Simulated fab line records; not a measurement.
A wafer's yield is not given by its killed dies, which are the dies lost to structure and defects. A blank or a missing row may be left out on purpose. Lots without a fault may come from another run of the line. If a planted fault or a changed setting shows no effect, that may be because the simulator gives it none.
Comparing a struck lot with a sound one || flow n5Finfet || 17 out of 1938 route steps
Sound: the wafers L867.2, L867.3, L867.5. Struck: wafer L881.5; the same lot's L881.2 was not struck, so it is left out; see the end for the cause.
Per side, at each step with rows, come the tool, then ch with its chambers, and then its first start. Under that, the readings that differ: sound wafers || struck wafers || difference of the means || sigmas: that difference in standard deviations of wafers without a fault.
alike: same words and numbers on both sides, and readings whose means sit less than 2 such deviations apart. not compared: any withheld reading, any reading some wafer has no value for, any bound like >300 that may hide the same value, and any number with overlapping values for which the record gives no deviation.
A row with sigmas, a row that says differs or no value, or rows on one side alone: a step with any of these is where the two part. Numbers that have no deviation but don't overlap get no sigmas and don't part them. A reading that every wafer of one side lacks parts them only if that side has two wafers or more.

N5_BEOL_M9_ETCH_62: etches SOC in N2/H2, target depth 110 nm, overetch 22 nm, time 165 s.
  sound on rieDiel-03 ch 1,3, day 9 06:28; struck on rieDiel-05 ch 3, day 12 21:48
  alike: biasW, drypumpMotorCurrentA, oesProductAu, rfVppV, showerheadPlenumPTorr, tempC, throttleValvePct
  not compared: rfHoursCounterH
then, 1 step without rows for these wafers: N5_BEOL_M9_STRIP_68 (strips in N2/H2).
N5_BEOL_M9_STRIP_67: strips in CF4.
  sound on rieDiel-03 ch 1,3, day 9 06:37; struck on rieDiel-05 ch 3, day 12 21:56
  alike: drypumpMotorCurrentA, oesProductAu, rfVppV, showerheadPlenumPTorr, throttleValvePct
  not compared: rfHoursCounterH
N5_BEOL_M9_HM_OPEN_17: chemistry Cl2/BCl3, target TiN, target depth 20 nm, overetch 6 nm.
  sound on rieMetal-02 ch 1, day 9 06:39; struck on rieMetal-02 ch 0, day 12 22:01
  alike: biasW, drypumpMotorCurrentA, oesProductAu, throttleValvePct
  not compared: rfHoursCounterH
N5_BEOL_M9_STRIP_19: strips in O2.
  sound on rieDiel-04 ch 1,3, day 9 06:47; struck on rieDiel-04 ch 2, day 12 22:16
{"reading": "tempC (C)", "sound": "39.96 39.87 39.88", "struck": 40.20, "difference": "+0.30", "sigmas": "+3"}
  alike: drypumpMotorCurrentA, oesProductAu, rfVppV, showerheadPlenumPTorr, throttleValvePct
  not compared: rfHoursCounterH
N5_BEOL_M9_CD_MEAS_18: pitch 140 nm, target cd 70 nm.
  sound on cdSem-01 at day 9 06:51; struck on cdSem-01 at day 12 22:20
  alike: cdNm
then, 6 steps without rows for these wafers: N5_BEOL_M9_COAT_63 (time 60 s, resist thk 60 nm); N5_BEOL_M9_COAT_64 (time 60 s, resist thk 12 nm); N5_BEOL_M9_COAT_75 (time 60 s, resist thk 5 nm); N5_BEOL_M9_COAT_22 (resist thk 30 nm); N5_BEOL_M9_EBR_24; N5_BEOL_M9_SOFTBAKE_23 (time 60 s).
N5_BEOL_M9_EXPOSE_25: exposes mask V8.
  sound on euvScanner-02 ch 0, day 9 08:10; struck on euvScanner-02 ch 0, day 12 22:32
{"reading": "focusOffsetNm (nm)", "sound": "-1.3 -1.2 -1.2", "struck": -0.2, "difference": "+1.0", "sigmas": "+2"}
  alike: mask
then, 2 steps without rows for these wafers: N5_BEOL_M9_PEB_26 (peb time 60 s); N5_BEOL_M9_DEVELOP_27 (develop time 30 s).
N5_BEOL_M9_CD_MEAS_28 targets a cd of 70 nm.
  sound on cdSem-01 ch 0, day 9 08:17; struck on cdSem-02 ch 0, day 12 22:40
{"reading": "cdNm (nm)", "sound": "70.0 69.9 69.7", "struck": 71.2, "difference": "+1.3", "sigmas": "+4"}
N5_BEOL_M9_OVL_MEAS_29:
  sound on overlay-02 ch 0, day 9 08:19; struck on overlay-01 ch 0, day 12 22:42
  alike: V8_OVL

## WHERE THEY PART
At N5_BEOL_M9_STRIP_19 first; at N5_BEOL_M9_CD_MEAS_28 last (within this record only). Later steps at which nothing parts them and some readings are alike: N5_BEOL_M9_OVL_MEAS_29.

WHY: what the simulator had put in
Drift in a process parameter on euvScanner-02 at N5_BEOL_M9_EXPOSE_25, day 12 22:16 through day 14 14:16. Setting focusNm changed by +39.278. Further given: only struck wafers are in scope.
